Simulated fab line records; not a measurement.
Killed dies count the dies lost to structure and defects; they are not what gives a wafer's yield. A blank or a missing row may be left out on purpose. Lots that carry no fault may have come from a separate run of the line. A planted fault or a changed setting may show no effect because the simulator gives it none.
Problem report, 8D (eight disciplines) form, completed by code :: flow nand-harc :: the parts of the form that need people (team, actions taken, sign-off) are left out

1. WHAT WENT WRONG
Wafers with no fault read 300.01 C with a standard deviation of 0.2, whereas susceptor-temp-C at NHARC_A_CHANNEL_FILL_D1_ALD_02 reads a mean of 289.45 C on 1 wafer of 1 lot. Measured from the usual mean, that is -53 standard deviations.
The step: deposits SiO2, target thk 6 nm, pulse time 10 s, ald cycles 60.
Seen first at day 11 19:08 on ald-hk-02, wafer L311.6. The record has a number at this step for 36 wafers belonging to 12 lots. By rule, "out" or "out of limits" means more than 4 standard deviations away from the usual mean. All remaining wafers that have a number are taken as sound.

2. WHAT IT IS; WHAT IT IS NOT
question: which readings at this step
is: susceptor-temp-C
is not: heater-power-w, precursor-pulse-height-rel

question: which lots
is: L311
is not: L304, L305, L317, L318, L319, L320, L321, L323, L325, L326, L327

question: which wafers of those lots
is: L311.6
is not: L311.1, L311.4

question: read on which tools
is: ald-hk-02
is not: ald-hk-03, ald-hk-04

question: when
is: from day 11 19:08
is not: up to then (8 sound wafers); but 27 sound wafers of L317, L318, L319, L320, L321, L323, L325, L326, L327 came after

3. SUSPECTS, AND WHAT RULES EACH OUT
Counting: any tool at a process step up to the reading remains a suspect provided it ran every lot that is out. Sound lots after the first of them don't rule it out here, since some wafers of a struck lot are sound.
- har-etch-01 at NHARC_A_CHANNEL_HOLE_D1_ETCH_33 (etches the open film in C4F8/O2/Ar, time 90 s, target depth 400 nm): kept. It ran the lot that is out, L311 (day 11 17:02); its last sound lot up to then is L305 (day 9 09:13).
- ald-hk-02 at NHARC_A_CHANNEL_FILL_D1_ALD_02 (deposits SiO2, target thk 6 nm, pulse time 10 s, ald cycles 60): kept. It ran the lot that is out, L311 (day 11 19:08); its last sound lot up to then is L305 (day 9 13:11). On those wafers its own readings are out: susceptor-temp-C.
- In ald-hk-02 at NHARC_A_CHANNEL_FILL_D1_ALD_02, the wafers that are out were processed in chamber 3 and their sound lot-mates in chambers 0, 1.
What counting leaves: har-etch-01 at NHARC_A_CHANNEL_HOLE_D1_ETCH_33 and ald-hk-02 at NHARC_A_CHANNEL_FILL_D1_ALD_02.

4. THE CAUSE (what the simulator had put in)
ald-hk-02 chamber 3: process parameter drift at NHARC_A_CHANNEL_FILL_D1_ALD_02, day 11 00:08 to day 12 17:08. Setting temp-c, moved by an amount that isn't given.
After counting, 2 suspects remain, this tool included.

5. THE EFFECT CHAIN, in route order
Each row: a reading where the mean over the struck wafers with a number is more than 3 standard deviations away from the usual. Only readings whose record carries a usual standard deviation are examined. hours: median over the lots of the time between each lot's start at the first step of this table that gives one and its start at this step. sigmas: the change, counted in usual standard deviations.
hours: 0
step: NHARC_A_CHANNEL_FILL_D1_ALD_02
reading: susceptor-temp-C
usual: 300.01 C
on struck wafers: 289.45
change: -10.56
sigmas: -53
Here are the process steps it includes:
- NHARC_A_CHANNEL_FILL_D1_ALD_02: deposits SiO2, target thk 6 nm, pulse time 10 s, ald cycles 60.
Readings that are blank on the struck wafers while sound wafers have them: susceptor-temp-C at NHARC_A_CHANNEL_FILL_D1_ALD_15.

6. WHAT WOULD HAVE CAUGHT IT SOONER
The fault began at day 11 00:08; the first out-of-limits reading in this record came at day 11 19:08, 19 hours later.
